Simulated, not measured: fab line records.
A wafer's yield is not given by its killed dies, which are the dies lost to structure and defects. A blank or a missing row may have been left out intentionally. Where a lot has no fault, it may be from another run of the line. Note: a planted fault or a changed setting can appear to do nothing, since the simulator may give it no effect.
fab line records	flow nandHarc
record lots=6	wafers=18	lastDay=23
route steps=1159 shown P_CONTACT@237
lots with no fault: from the same line, run without faults
startH: hours from the record's first day to the start of the lot's first wafer shown	waitH: hours since the lot's step before	" same as the row above	L1.1+2: a row that stands for several wafers	- no value, or no start was given	* or withheld: withheld	< > ~ a bound
route shown NAME@n: a module of which the file shows steps, and the number in the route of the first	usual: mean/standard deviation of fault-free wafers	same: alike in all rows	chamber/n: place in a boat	sites: each site's reading	_std_site: the values' standard deviation	_edge_site: outer sites' mean less inner sites'	radiusMm: how far each site lies from the wafer's centre	mask NAME#n: copy n	behind: the most recent tool/chamber to have shaped the wafer	hold: the reason the lot was held/the length of the hold in hours/how it ended	device: whichever transistor did not switch (one of n, p or np)	end of line: the tests these same wafers got at the end of their route	a step without rows: its recipe alone	killed: at the first sort, the dies lost to defects and structure; wafer yield is something else	map: shows each die of a wafer: x if killed, . if not, _ if none is there
set.NAME: the setting as run; set.NAME@STEP: as run at that earlier step	model.NAME: the simulator's own value behind a step, which no gauge read
lots seen at some steps along the route; tables by step, rows by wafer
services: the hour from which a tool's chamber was out of use, counted from the record's first day as startH (under 0 if before that day), plus the number of hours and why
## steps
# step NHARC_P_CONTACT_ETCH_36
# recipe targetDepthA=2600	overEtchFrac=0.25	timeS=406.25	ionEnergyEv=200	n2FlowSccm=150	h2FlowSccm=150	arFlowSccm=0	rfW=400	biasW=150	chemistry=N2/H2
# step NHARC_P_CONTACT_ETCH_18
# recipe targetDepthA=4810	timeS=240.5	c4f8FlowSccm=20	o2FlowSccm=10	arFlowSccm=withheld	rfW=600	biasW=1500	chemistry=C4F8/O2/Ar
# usual oesProductAu=0.961/0.018	rfVppV=982/6.6
lot.wafer	tool	chamber	startH	waitH	oesProductAu	rfHoursCounterH	rfVppV
L964.2	rieDiel-07	2	-	-	0.984	9	985
L964.4	"	3	"	"	0.978	8	978
L964.3	"	1	"	"	0.957	9	973
L967.2	rieDiel-11	0	-	-	0.944	15	988
L967.1	"	1	"	"	0.958	15	985
L967.5	"	2	"	"	0.943	-	987
L969.2	rieDiel-07	0	-	-	0.962	12	973
L969.5	"	1	"	"	0.953	-	973
L969.4	"	2	"	"	0.961	-	982
L975.4	rieDiel-11	3	-	-	0.992	1	989
L975.3	"	1	"	"	0.969	1	987
L975.5	"	0	"	"	0.988	-	988
L978.3	rieDiel-07	3	-	-	0.985	16	979
L978.4	"	0	"	"	0.973	17	972
L978.5	"	3	"	"	0.973	-	979
L979.4	rieDiel-11	0	-	-	0.976	2	987
L979.2	"	2	"	"	0.966	2	987
L979.3	"	3	"	"	0.963	2	988
# step NHARC_P_CONTACT_STRIP_37
# recipe c4f8FlowSccm=withheld	o2FlowSccm=8	arFlowSccm=withheld	biasW=0	chemistry=C4F8/O2/Ar
# step NHARC_P_CONTACT_ETCH_31
# recipe targetDepthA=300	timeS=85.7	ionEnergyEv=120	overEtchFrac=1	ch3fFlowSccm=50	o2FlowSccm=30	arFlowSccm=200	rfW=500	biasW=100	chemistry=CH3F/O2
# usual drypumpMotorCurrentA=5.5/0.39	oesProductAu=0.982/0.011	rfVppV=245.3/1.8	showerheadPlenumPTorr=2.53/0.12	throttleValvePct=20.664/0.0092
lot.wafer	tool	chamber	startH	waitH	drypumpMotorCurrentA	oesProductAu	rfHoursCounterH	rfVppV	showerheadPlenumPTorr	throttleValvePct
L964.2	rieDiel-07	0	-	-	5.9	0.971	9	242.5	2.36	20.652
L964.3	"	1	"	"	5.3	0.983	9	244.2	2.37	20.669
L964.4	"	2	"	"	5.5	0.992	9	245.5	2.55	20.657
L967.1	rieDiel-11	2	-	-	4.7	0.977	14	246.6	2.63	20.660
L967.2	"	1	"	"	5.6	0.981	15	246.3	2.60	20.663
L967.5	"	2	"	"	4.7	0.972	-	247.8	2.63	20.662
L969.2	rieDiel-07	1	-	-	5.3	0.977	13	243.3	2.37	20.665
L969.4	"	0	"	"	6.0	0.976	-	243.6	2.36	20.671
L969.5	"	1	"	"	5.3	0.979	-	243.9	2.37	20.659
L975.3	rieDiel-11	0	-	-	5.5	0.993	1	247.4	2.64	20.667
L975.4	"	1	"	"	5.6	0.986	1	247.8	2.60	20.666
L975.5	"	1	"	"	5.6	0.982	-	247.3	2.60	20.671
L978.4	rieDiel-07	1	-	-	5.3	0.969	19	243.4	2.37	20.671
L978.3	"	2	"	"	5.5	0.992	19	245.7	2.54	20.669
L978.5	"	1	"	"	5.3	0.970	-	242.7	2.37	20.660
L979.2	rieDiel-11	2	-	-	4.6	0.972	2	247.2	2.63	20.675
L979.3	"	0	"	"	5.5	0.995	2	246.7	2.64	20.671
L979.4	"	1	"	"	5.7	0.995	2	245.0	2.60	20.691
# step NHARC_P_CONTACT_CD_MEAS_19
# usual cdNm=89.3/1.1
lot.wafer	tool	chamber	startH	waitH	cdNm
L964.2	cdSem-01	-	147.27	-	89.2
L964.3	"	-	"	"	89.3
L964.4	"	-	"	"	89.3
L967.1	cdSem-01	-	171.96	-	90.6
L967.2	"	-	"	"	89.5
L967.5	"	-	"	"	87.3
L969.2	cdSem-03	-	177.00	-	87.4
L969.4	"	-	"	"	87.5
L969.5	"	-	"	"	89.2
L975.3	cdSem-03	-	214.52	-	89.5
L975.4	"	-	"	"	88.1
L975.5	"	-	"	"	88.4
L978.3	cdSem-03	-	223.44	-	88.8
L978.4	"	-	"	"	89.7
L978.5	"	-	"	"	90.6
L979.2	cdSem-03	-	231.42	-	87.4
L979.3	"	-	"	"	87.9
L979.4	"	-	"	"	88.7
# step NHARC_P_CONTACT_STRIP_28
# recipe o2FlowSccm=500	arFlowSccm=0	biasW=0	chemistry=O2
# usual drypumpMotorCurrentA=5.5/0.35	oesProductAu=1.002/0.0074	rfVppV=57.8/0.92	showerheadPlenumPTorr=3.62/0.15	throttleValvePct=17.037/0.0091
lot.wafer	tool	chamber	startH	waitH	drypumpMotorCurrentA	oesProductAu	rfHoursCounterH	rfVppV	showerheadPlenumPTorr	throttleValvePct
L964.4	rieDiel-11	3	147.36	0.1	5.6	1.000	13	57.5	3.79	17.032
L964.3	"	0	"	"	5.5	0.993	13	58.4	3.78	17.050
L964.2	"	1	"	"	5.6	0.998	13	58.5	3.73	17.039
L967.1	rieDiel-07	3	172.07	0.1	5.3	1.000	10	58.5	3.53	17.038
L967.2	"	0	"	"	5.9	0.995	11	56.1	3.39	17.051
L967.5	"	1	"	"	5.3	1.000	-	58.2	3.40	17.027
L969.4	rieDiel-11	1	177.11	0.1	5.6	1.009	16	59.0	3.73	17.036
L969.2	"	2	"	"	4.7	1.003	15	58.1	3.77	17.039
L969.5	"	0	"	"	5.5	1.009	-	58.8	3.78	17.049
L975.3	rieDiel-06	0	214.62	0.1	5.6	1.001	49	58.9	3.59	17.032
L975.4	"	1	"	"	6.3	1.003	49	56.5	3.32	17.044
L975.5	"	2	"	"	5.8	1.004	-	59.3	3.71	17.038
L978.3	rieDiel-11	0	223.51	0.1	5.5	1.005	2	59.4	3.78	17.051
L978.4	"	2	"	"	4.6	1.009	2	58.3	3.77	17.030
L978.5	"	0	"	"	5.5	1.000	-	57.3	3.78	17.034
L979.4	rieDiel-11	0	231.49	0.1	5.5	1.002	2	58.4	3.78	17.023
L979.2	"	1	"	"	5.7	1.006	2	56.4	3.73	17.029
L979.3	"	2	"	"	4.7	1.013	2	57.0	3.77	17.041
# step NHARC_P_CONTACT_STRIP_29
# recipe timeS=1200	tempC=72.5	chemistry=postEtchResidueRemover
# step NHARC_P_CONTACT_DEGAS_38
# recipe tempC=300	timeS=60
# usual heaterPowerW=478/31
lot.wafer	tool	chamber	startH	waitH	heaterPowerW
L964.3	pvdSputter-01	-	147.98	-	475
L964.2	"	-	"	"	423
L964.4	"	-	"	"	487
L967.2	pvdSputter-01	-	172.68	-	435
L967.1	"	-	"	"	470
L967.5	"	-	"	"	466
L969.2	pvdSputter-02	-	177.73	-	499
L969.4	"	-	"	"	507
L969.5	"	-	"	"	509
L975.4	pvdSputter-01	-	215.24	-	477
L975.3	"	-	"	"	471
L975.5	"	-	"	"	427
L978.3	pvdSputter-01	-	224.15	-	461
L978.4	"	-	"	"	491
L978.5	"	-	"	"	420
L979.4	pvdSputter-01	-	232.12	-	458
L979.3	"	-	"	"	472
L979.2	"	-	"	"	423
# step NHARC_P_CONTACT_PRE_CLEAN_39
# recipe timeS=19.5	biasV=250	gas=Ar
# step NHARC_P_CONTACT_PVD_32
# recipe targetThkA=50	chamberPressurePa=5	powerW=5000	substrateTempC=200	timeS=17.7	material=Ti
# step NHARC_P_CONTACT_ALD_22
# recipe targetThkA=30	pulseTimeS=1	aldCycles=150	tempC=450	material=TiN
# step NHARC_P_CONTACT_CVD_23
# recipe targetThkA=2000	tempC=300	pressureTorr=40	wf6FlowSccm=40	h2FlowSccm=1600	arFlowSccm=1560	timeS=557	material=W
# usual chamberPressureTorr=39.99/0.084	heaterPowerW=461/42	throttleValvePct=7.97/0.22
lot.wafer	tool	chamber	startH	waitH	chamberPressureTorr	heaterPowerW	throttleValvePct
L964.2	cvdW-01	0	-	-	39.98	408	7.62
L964.3	"	0	"	"	40.04	397	7.63
L964.4	"	1	"	"	39.99	460	7.99
L967.1	cvdW-01	0	-	-	40.04	401	7.77
L967.2	"	1	"	"	39.93	458	7.94
L967.5	"	1	"	"	39.86	445	7.99
L969.2	cvdW-01	0	-	-	40.13	402	7.96
L969.4	"	0	"	"	40.04	409	7.94
L969.5	"	0	"	"	40.03	411	7.92
L975.3	cvdW-01	1	-	-	39.82	451	8.20
L975.4	"	0	"	"	39.85	401	7.94
L975.5	"	1	"	"	39.86	438	8.05
L978.4	cvdW-02	0	-	-	40.01	528	8.13
L978.3	"	1	"	"	39.88	479	7.73
L978.5	"	0	"	"	39.97	512	8.23
L979.2	cvdW-02	1	-	-	40.06	485	7.84
L979.4	"	1	"	"	39.97	479	8.32
L979.3	"	0	"	"	39.83	522	8.36
# step NHARC_P_CONTACT_CMP_24
# recipe tOverpolishS=30	targetThkNm=200
# usual edgeZonePressureFrac=0.999/0.005	motorCurrentA=12.1/1.3	overpolishRunS=30.000/0.0096	timeToEndpointS=40.1/2.6
lot.wafer	tool	chamber	startH	waitH	edgeZonePressureFrac	motorCurrentA	overpolishRunS	timeToEndpointS
L964.2	cmp-03	0	153.33	0.6	0.992	13.4	30.005	43.3
L964.4	"	1	"	"	1.003	12.1	30.008	41.2
L964.3	"	2	"	"	0.998	11.1	30.000	41.1
L967.1	cmp-03	2	173.80	0.6	-	-	-	-
L967.2	"	0	"	"	-	-	-	-
L967.5	"	2	"	"	-	-	-	-
L969.2	cmp-03	0	183.51	0.6	-	-	-	-
L969.4	"	1	"	"	-	-	-	-
L969.5	"	3	"	"	-	-	-	-
L975.3	cmp-03	2	216.74	0.4	1.004	10.3	30.002	38.1
L975.4	"	0	"	"	0.994	13.7	30.000	40.2
L975.5	"	3	"	"	0.992	11.3	30.006	39.8
L978.4	cmp-04	0	228.72	0.4	0.996	14.6	29.997	41.1
L978.3	"	2	"	"	0.992	12.5	29.992	40.6
L978.5	"	1	"	"	1.001	9.8	29.990	42.5
L979.2	cmp-04	3	237.05	0.6	1.012	11.7	29.991	41.9
L979.4	"	0	"	"	1.011	14.8	29.991	42.0
L979.3	"	1	"	"	1.002	10.1	30.007	40.9
# step NHARC_P_CONTACT_SRD_26
# step NHARC_P_CONTACT_INSPECT_27
# usual rawDefectCount=296/110
lot.wafer	tool	chamber	startH	waitH	rawDefectCount
L964.2	defectInspect-02	-	153.74	0.1	480
L964.3	"	-	"	"	218
L964.4	"	-	"	"	287
L967.1	defectInspect-01	-	174.18	0.1	2434
L967.2	"	-	"	"	2380
L967.5	"	-	"	"	2504
L969.2	defectInspect-02	-	183.89	0.1	2328
L969.4	"	-	"	"	2333
L969.5	"	-	"	"	2481
L975.3	defectInspect-02	-	217.14	0.1	268
L975.4	"	-	"	"	137
L975.5	"	-	"	"	269
L978.3	defectInspect-02	-	229.12	0.1	424
L978.4	"	-	"	"	374
L978.5	"	-	"	"	313
L979.2	defectInspect-02	-	237.45	0.1	236
L979.3	"	-	"	"	246
L979.4	"	-	"	"	225
## services
tool	chamber	startH	hours	kind
rieDiel-11	0	144.02	-	clean
rieDiel-11	1	144.02	-	clean
rieDiel-11	2	144.02	-	clean
rieDiel-11	3	144.02	-	clean
rieDiel-11	2	149.65	5.6	repair
pvdSputter-01	-	150.90	3.5	repair
cmp-03	-	157.17	4.0	pm
pvdSputter-01	-	158.00	10.0	pm
cvdW-01	-	159.83	0.6	repair
rieDiel-11	0	168.52	-	clean
pvdSputter-02	-	170.59	4.0	repair
rieDiel-07	3	173.97	4.9	repair
pvdSputter-01	-	174.45	6.7	repair
rieDiel-07	0	179.07	7.1	repair
rieDiel-11	-	189.50	9.0	pm
cvdW-02	-	195.00	13.0	pm
cmp-04	-	197.43	1.3	repair
cmp-04	-	204.98	4.0	pm
pvdSputter-02	-	209.49	1.5	repair
pvdSputter-02	-	214.00	10.0	pm
cmp-03	-	218.23	0.4	repair
cmp-04	-	227.00	1.6	repair
rieDiel-07	-	228.20	9.0	pm
cmp-04	-	235.24	0.9	repair
## key
firstSign step=NHARC_P_CONTACT_CMP_24	reading=toolRecord	direction=missing
effect step=NHARC_P_CONTACT_INSPECT_27	reading=rawDefectCount	direction=up	sigmas=19	usual=296	struck=2410
metAt NHARC_P_CONTACT_CMP_24
struckWafers L967.1,L967.2,L967.5,L969.2,L969.4,L969.5
laterRowsLeftOut L967.1,L967.2,L967.5,L969.2,L969.4,L969.5
sortLeftOut L967.1,L967.2,L967.5,L969.2,L969.4,L969.5
testerLeftOut L967,L969
onsetBetween 153.33 173.80
fault kind=skippedStepWhole	tool=cmp-03	chamber=-	onsetH=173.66	steps=NHARC_P_CONTACT_CMP_24	scope=struckLotsOnly
# testerLeftOut: of these lots the tester's yield and bins aren't shown, on N5 and GAA mostly nor the transistor test; their killed dies are dies lost to structure and defects alone, not to doping, threshold or leakage, so they don't give the yield
# sortLeftOut: the simulated sort isn't trusted on such a fault, so these wafers' sort isn't shown, and their yield isn't known
# laterRowsLeftOut: the simulator's readings of these wafers behind a module that went badly wrong aren't trusted and aren't shown, but for the sort
